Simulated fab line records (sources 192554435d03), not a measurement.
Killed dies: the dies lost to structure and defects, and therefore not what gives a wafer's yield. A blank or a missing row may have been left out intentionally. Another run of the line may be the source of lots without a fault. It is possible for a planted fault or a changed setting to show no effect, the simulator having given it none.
Split-lot experiment || flow n5-finfet || 21 wafers read from 7 lots, route of 1938 steps

== ABOUT THE SPLIT ==
At N5_FIN_SAQP_DESCUM_21 (chemistry O2, time 7.9 s), the setting time-s was moved away from the recipe's 7.9 s on 4 of the 21 wafers read, by -19.7% to +10.5%. The other wafers ran this setting at the recipe's value.

The reading is taken at the split's own step.

== THE READING ==
CAR-ArF_of_FIN_SAQP_COAT_10.thk-nm (the simulator's own value, which no gauge read), in nm, at N5_FIN_SAQP_DESCUM_21 (chemistry O2, time 7.9 s). There is no usual value for it anywhere in the file. Across the 17 wafers here that went through the recipe, the average is 83.51 nm and the standard deviation 0.25 nm.

{"wafer": "L075.1", "tool, chamber at the split": "rie-diel-02, 3", "time-s as run, s": 7.9, "against the recipe": "recipe", "CAR-ArF_of_FIN_SAQP_COAT_10.thk-nm, nm": 83.71, "against lot-mates on the recipe": "-"}
{"wafer": "L075.2", "tool, chamber at the split": "rie-diel-02, 1", "time-s as run, s": 7.9, "against the recipe": "recipe", "CAR-ArF_of_FIN_SAQP_COAT_10.thk-nm, nm": 83.58, "against lot-mates on the recipe": "-"}
{"wafer": "L075.3", "tool, chamber at the split": "rie-diel-02, 2", "time-s as run, s": 7.9, "against the recipe": "recipe", "CAR-ArF_of_FIN_SAQP_COAT_10.thk-nm, nm": 83.76, "against lot-mates on the recipe": "-"}
{"wafer": "L076.2", "tool, chamber at the split": "rie-diel-02, 3", "time-s as run, s": 7.9, "against the recipe": "recipe", "CAR-ArF_of_FIN_SAQP_COAT_10.thk-nm, nm": 83.31, "against lot-mates on the recipe": "-"}
{"wafer": "L076.4", "tool, chamber at the split": "rie-diel-02, 2", "time-s as run, s": 8.73, "against the recipe": "+10.5%", "CAR-ArF_of_FIN_SAQP_COAT_10.thk-nm, nm": 82.79, "against lot-mates on the recipe": -0.47}
{"wafer": "L076.6", "tool, chamber at the split": "rie-diel-02, 3", "time-s as run, s": 7.9, "against the recipe": "recipe", "CAR-ArF_of_FIN_SAQP_COAT_10.thk-nm, nm": 83.21, "against lot-mates on the recipe": "-"}
{"wafer": "L081.2", "tool, chamber at the split": "rie-diel-02, 2", "time-s as run, s": 7.9, "against the recipe": "recipe", "CAR-ArF_of_FIN_SAQP_COAT_10.thk-nm, nm": 83.46, "against lot-mates on the recipe": "-"}
{"wafer": "L081.3", "tool, chamber at the split": "rie-diel-02, 3", "time-s as run, s": 7.9, "against the recipe": "recipe", "CAR-ArF_of_FIN_SAQP_COAT_10.thk-nm, nm": 83.57, "against lot-mates on the recipe": "-"}
{"wafer": "L081.6", "tool, chamber at the split": "rie-diel-02, 0", "time-s as run, s": 7.9, "against the recipe": "recipe", "CAR-ArF_of_FIN_SAQP_COAT_10.thk-nm, nm": 83.42, "against lot-mates on the recipe": "-"}
{"wafer": "L086.1", "tool, chamber at the split": "rie-diel-04, 2", "time-s as run, s": 6.346, "against the recipe": "-19.7%", "CAR-ArF_of_FIN_SAQP_COAT_10.thk-nm, nm": 84.37, "against lot-mates on the recipe": "+0.96"}
{"wafer": "L086.3", "tool, chamber at the split": "rie-diel-04, 1", "time-s as run, s": 6.346, "against the recipe": "-19.7%", "CAR-ArF_of_FIN_SAQP_COAT_10.thk-nm, nm": 84.17, "against lot-mates on the recipe": "+0.76"}
{"wafer": "L086.5", "tool, chamber at the split": "rie-diel-04, 2", "time-s as run, s": 7.9, "against the recipe": "recipe", "CAR-ArF_of_FIN_SAQP_COAT_10.thk-nm, nm": 83.41, "against lot-mates on the recipe": "-"}
{"wafer": "L087.3", "tool, chamber at the split": "rie-diel-02, 1", "time-s as run, s": 7.113, "against the recipe": "-10.0%", "CAR-ArF_of_FIN_SAQP_COAT_10.thk-nm, nm": 84.17, "against lot-mates on the recipe": "+0.75"}
{"wafer": "L087.4", "tool, chamber at the split": "rie-diel-02, 3", "time-s as run, s": 7.9, "against the recipe": "recipe", "CAR-ArF_of_FIN_SAQP_COAT_10.thk-nm, nm": 83.5, "against lot-mates on the recipe": "-"}
{"wafer": "L087.5", "tool, chamber at the split": "rie-diel-02, 2", "time-s as run, s": 7.9, "against the recipe": "recipe", "CAR-ArF_of_FIN_SAQP_COAT_10.thk-nm, nm": 83.35, "against lot-mates on the recipe": "-"}
{"wafer": "L091.2", "tool, chamber at the split": "rie-diel-02, 2", "time-s as run, s": 7.9, "against the recipe": "recipe", "CAR-ArF_of_FIN_SAQP_COAT_10.thk-nm, nm": 83.38, "against lot-mates on the recipe": "-"}
{"wafer": "L091.3", "tool, chamber at the split": "rie-diel-02, 1", "time-s as run, s": 7.9, "against the recipe": "recipe", "CAR-ArF_of_FIN_SAQP_COAT_10.thk-nm, nm": 83.12, "against lot-mates on the recipe": "-"}
{"wafer": "L091.4", "tool, chamber at the split": "rie-diel-02, 0", "time-s as run, s": 7.9, "against the recipe": "recipe", "CAR-ArF_of_FIN_SAQP_COAT_10.thk-nm, nm": 83.13, "against lot-mates on the recipe": "-"}
{"wafer": "L092.1", "tool, chamber at the split": "rie-diel-02, 1", "time-s as run, s": 7.9, "against the recipe": "recipe", "CAR-ArF_of_FIN_SAQP_COAT_10.thk-nm, nm": 83.94, "against lot-mates on the recipe": "-"}
{"wafer": "L092.4", "tool, chamber at the split": "rie-diel-02, 2", "time-s as run, s": 7.9, "against the recipe": "recipe", "CAR-ArF_of_FIN_SAQP_COAT_10.thk-nm, nm": 83.98, "against lot-mates on the recipe": "-"}
{"wafer": "L092.6", "tool, chamber at the split": "rie-diel-02, 0", "time-s as run, s": 7.9, "against the recipe": "recipe", "CAR-ArF_of_FIN_SAQP_COAT_10.thk-nm, nm": 83.8, "against lot-mates on the recipe": "-"}

THE FIT
A straight line over all 21 wafers: CAR-ArF_of_FIN_SAQP_COAT_10.thk-nm changes by -0.0454 nm for each +1% of time-s; r = -0.78; the points scatter about the line by 0.26 nm.
The same after taking each lot's own level away (the mean of its wafers on the recipe; 21 wafers): -0.0466 nm for each +1%; r = -0.95; scatter 0.11 nm.
That fit puts the effect of the largest move of time-s on the reading at 0.92 nm.
From 83.210 to 83.907 nm: that is the span of the lots' own levels, equal to 2.8 times the standard deviation above.
So the lot-to-lot level blurs the effect unless lot-mates are compared.
Check: with one of the wafers moved furthest among these (-19.7%) left out of the fit, the line predicts +0.904 nm for it against its lot-mates. Against them it came out at +0.96 nm.

== THE OTHER SPLITS THESE WAFERS WENT THROUGH ==
Before the reading, these wafers also passed through other splits. Each is held against what the fit with the lots' levels taken away leaves over:
{"other split on the same wafers": "N5_ZERO_LAYER_EXPOSE_08 dose-mj", "wafers away from the commonest value": 4, "r with CAR-ArF_of_FIN_SAQP_COAT_10.thk-nm (lot level and that fit taken away)": -0.05}
{"other split on the same wafers": "N5_ZERO_LAYER_DEVELOP_10 develop-time-s", "wafers away from the commonest value": 10, "r with CAR-ArF_of_FIN_SAQP_COAT_10.thk-nm (lot level and that fit taken away)": -0.11}
{"other split on the same wafers": "N5_WELL_APT_EXPOSE_22 dose-mj", "wafers away from the commonest value": 9, "r with CAR-ArF_of_FIN_SAQP_COAT_10.thk-nm (lot level and that fit taken away)": -0.21}
{"other split on the same wafers": "N5_WELL_APT_PEB_23 peb-time-s", "wafers away from the commonest value": 11, "r with CAR-ArF_of_FIN_SAQP_COAT_10.thk-nm (lot level and that fit taken away)": "+0.06"}
{"other split on the same wafers": "N5_FIN_SAQP_HM_DEP_72 time-s", "wafers away from the commonest value": 8, "r with CAR-ArF_of_FIN_SAQP_COAT_10.thk-nm (lot level and that fit taken away)": "+0.08"}

== THE FILE'S OWN FIT ==
CAR-ArF_of_FIN_SAQP_COAT_10.thk-nm changes by -0.0491 nm for each +1% of time-s, r = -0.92.
